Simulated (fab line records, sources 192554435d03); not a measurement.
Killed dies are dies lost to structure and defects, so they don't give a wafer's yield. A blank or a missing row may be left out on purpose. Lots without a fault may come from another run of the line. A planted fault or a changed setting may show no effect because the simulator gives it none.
A struck lot beside a sound one | flow n5_finfet | 20 steps out of a route of 1938
Sound: wafers L584.4, L584.5, L584.6. Struck: wafers L586.3, L586.5, L586.6. The cause comes at the end.
At each step with rows: each side's tool, then ch and its chambers, then its first start. Under that, the readings that differ: sound wafers | struck wafers | difference of the means | sigmas: that difference in standard deviations of wafers without a fault.
alike: readings whose means differ by less than 2 such deviations, and words and numbers that are the same on both sides. not compared: withheld readings, readings that some wafer has no value for, bounds like >300 that may hide the same value, and numbers for which the record gives no deviation and whose values overlap.
The two part at a step that has a row with sigmas, a row that says differs or no value, or rows on one side only. Numbers that don't overlap but have no deviation are shown without sigmas and don't part them. A reading that every wafer of one side lacks parts them only if that side has two wafers or more.

first, 9 steps without rows for these wafers: N5_BEOL_M12_DESCUM_15 (chemistry O2, time 7.9 s); N5_BEOL_M12_ETCH_59 (etches BARC in N2/H2, target depth 89 nm, overetch 26.7 nm, time 67.9 s); N5_BEOL_M12_VIA_ETCH_16 (etches SiOC in C4F8/O2/Ar, target depth 724.8 nm); N5_BEOL_M12_STRIP_63 (strips in N2/H2); N5_BEOL_M12_STRIP_64 (strips in N2/H2); N5_BEOL_M12_STRIP_71 (strips in post etch residue remover, time 60 s); N5_BEOL_M12_SRD_72 (time 30 s, dry time 30 s); N5_BEOL_M12_COAT_65 (time 60 s, resist thk 300 nm); N5_BEOL_M12_COAT_66 (time 60 s, resist thk 110 nm).
N5_BEOL_M12_COAT_22: resist thk 300 nm.
  sound on litho_track-04 ch 0, day 12 22:23; struck on litho_track-04 ch 0, day 13 16:17
  reading                                    | sound                | struck               | difference | sigmas
  spin_speed_rpm (rpm)                       | 2890.1 2889.9 2886.9 | 3032.3 3032.8 3033.5 | +143.9     | +72
  model.coat_of_BEOL_M12_COAT_22.thk_nm (nm) | 300.8 300.8 300.4    | 292.6 292.4 293      | -8.0       |
  alike: resist_line_temp_C
then, 7 steps without rows for these wafers: N5_BEOL_M12_EBR_24; N5_BEOL_M12_SOFTBAKE_23 (time 60 s); N5_BEOL_M12_EXPOSE_25 (exposes mask M12); N5_BEOL_M12_PEB_26 (peb time 90 s); N5_BEOL_M12_DEVELOP_27 (develop time 45 s); N5_BEOL_M12_HARDBAKE_32 (time 120 s); N5_BEOL_M12_DESCUM_33 (chemistry O2, time 7.9 s).
N5_BEOL_M12_ETCH_67: etches SiARC in CF4, target depth 143 nm, time 238.3 s.
  sound on rie_diel-06 ch 1,2,3, day 12 22:55; struck on rie_diel-05 ch 0,1,3, day 13 16:55
  reading                                    | sound             | struck          | difference | sigmas
  model.coat_of_BEOL_M12_COAT_22.thk_nm (nm) | 212.4 212.2 211.8 | 203.6 203.6 204 | -8.4       |
  alike: drypump_motor_current_A, etch_rf_on_time_s, oes_product_au, rf_vpp_V, showerhead_plenum_p_Torr, throttle_valve_pct
  not compared: rf_hours_counter_h
then, 1 step without rows for these wafers: N5_BEOL_M12_ETCH_68 (etches SOC in N2/H2, time 285 s).
N5_PASSIVATION_PROBE_49:
  the record has rows for the struck wafers here (prober-02, day 15 07:07) and none for the sound ones

WHERE THEY PART
First at N5_BEOL_M12_COAT_22; last, within this record, at N5_PASSIVATION_PROBE_49.

WHY: what the simulator had put in
Process parameter drift: litho_track-04, from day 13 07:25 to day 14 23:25, at N5_BEOL_M12_COAT_22. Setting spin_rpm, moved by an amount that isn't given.
